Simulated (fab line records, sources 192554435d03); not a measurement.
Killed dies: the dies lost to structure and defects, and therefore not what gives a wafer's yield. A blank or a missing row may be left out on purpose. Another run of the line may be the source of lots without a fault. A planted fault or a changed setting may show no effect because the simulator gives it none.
Split-lot study -- flow n5-finfet -- 21 wafers read across 7 lots, on a route 1938 steps long

## THE SPLIT
At N5_BEOL_M3_ILD_DEP_00 (deposits SiOC from DEMS/O2, target thk 79 nm, time 15.3 s), the setting time-s was moved away from the recipe's 15.3 s on 7 of the 21 wafers read, by -9.7% to +5.6%. The other wafers ran this setting at the recipe's value.

Split to reading: the file shows no intervening step.

## THE READING
Values of M3_ILD_THK in nm from N5_BEOL_M3_THK_MEAS_01. On this fab line, fault-free wafers typically give 78.9 nm with a standard deviation of 1 nm.

wafer,"tool, chamber at the split","time-s as run, s",against the recipe,"M3_ILD_THK, nm",against lot-mates on the recipe
L075.2,"pecvd-02, 0",15.3,recipe,78.7,-
L075.5,"pecvd-02, 0",13.81,-9.7%,72.6,-6.1
L075.6,"pecvd-02, 2",13.81,-9.7%,73.0,-5.7
L081.2,"pecvd-04, 0",15.3,recipe,77.6,-
L081.3,"pecvd-04, 2",15.3,recipe,77.2,-
L081.6,"pecvd-04, 2",15.3,recipe,79.3,-
L083.1,"pecvd-04, 2",15.3,recipe,77.8,-
L083.4,"pecvd-04, 1",15.3,recipe,79.9,-
L083.5,"pecvd-04, 0",15.3,recipe,78.2,-
L085.2,"pecvd-02, 0",15.3,recipe,78.5,-
L085.5,"pecvd-02, 0",15.3,recipe,79.1,-
L085.6,"pecvd-02, 2",15.3,recipe,80.4,-
L087.3,"pecvd-02, 2",14.06,-8.1%,71.6,-6.7
L087.5,"pecvd-02, 2",14.06,-8.1%,71.8,-6.5
L087.6,"pecvd-02, 0",15.3,recipe,78.3,-
L094.3,"pecvd-01, 1",15.3,recipe,77.8,-
L094.5,"pecvd-01, 2",16.15,+5.6%,83.7,+5.9
L094.6,"pecvd-01, 1",16.15,+5.6%,83.3,+5.5
L095.1,"pecvd-01, 2",15.3,recipe,79.2,-
L095.4,"pecvd-01, 0",14.17,-7.4%,75.2,-4.6
L095.5,"pecvd-01, 0",15.3,recipe,80.4,-

THE FIT
A straight line over all 21 wafers: M3_ILD_THK changes by +0.717 nm for each +1% of time-s; r = +0.95; the points scatter about the line by 1.1 nm.
The same after taking each lot's own level away (the mean of its wafers on the recipe; 21 wafers): +0.75 nm for each +1%; r = +0.96; scatter 0.92 nm.
According to that fit, moving time-s by its largest amount changes the reading by 7.3 nm.
The lots' own levels span 77.80 to 79.80 nm, that is 2.0 times the standard deviation above.
Hence the lot-to-lot level has little effect on the slope; both slopes agree.
Check: -7.29 nm against its lot-mates is what the line predicts for one of the wafers moved furthest among these (-9.7%) when that wafer is left out of the fit. Against them it came out at -6.1 nm.

## ADDITIONAL SPLITS CARRIED BY THESE WAFERS
Other splits were also applied to these wafers ahead of the reading. Each is held against what the fit with the lots' levels taken away leaves over:
other split on the same wafers,wafers away from the commonest value,r with M3_ILD_THK (lot level and that fit taken away)
N5_BEOL_M2_EXPOSE_08 dose-mj,7,-0.08
N5_BEOL_M2_ETCH_69 bias-w,8,-0.18
N5_BEOL_M2_ALD_98 ald-cycles,7,-0.61

## THE WHOLE CHAIN: every reading that the file lists as answering this split, in the file's order
step,what it does,reading,change (the file's fit),r (the file's)
N5_BEOL_M3_ILD_DEP_00,"deposits SiOC from DEMS/O2, target thk 79 nm, time 15.3 s","SiOC_of_BEOL_M3_ILD_DEP_00.thk-nm (the simulator's own value, which no gauge read)",+0.707 nm for each +1% of the setting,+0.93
N5_BEOL_M3_THK_MEAS_01,,M3_ILD_THK,+0.717 for each +1% of the setting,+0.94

## FILE'S OWN FIT
M3_ILD_THK changes by +0.717 nm for each +1% of time-s, r = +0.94.
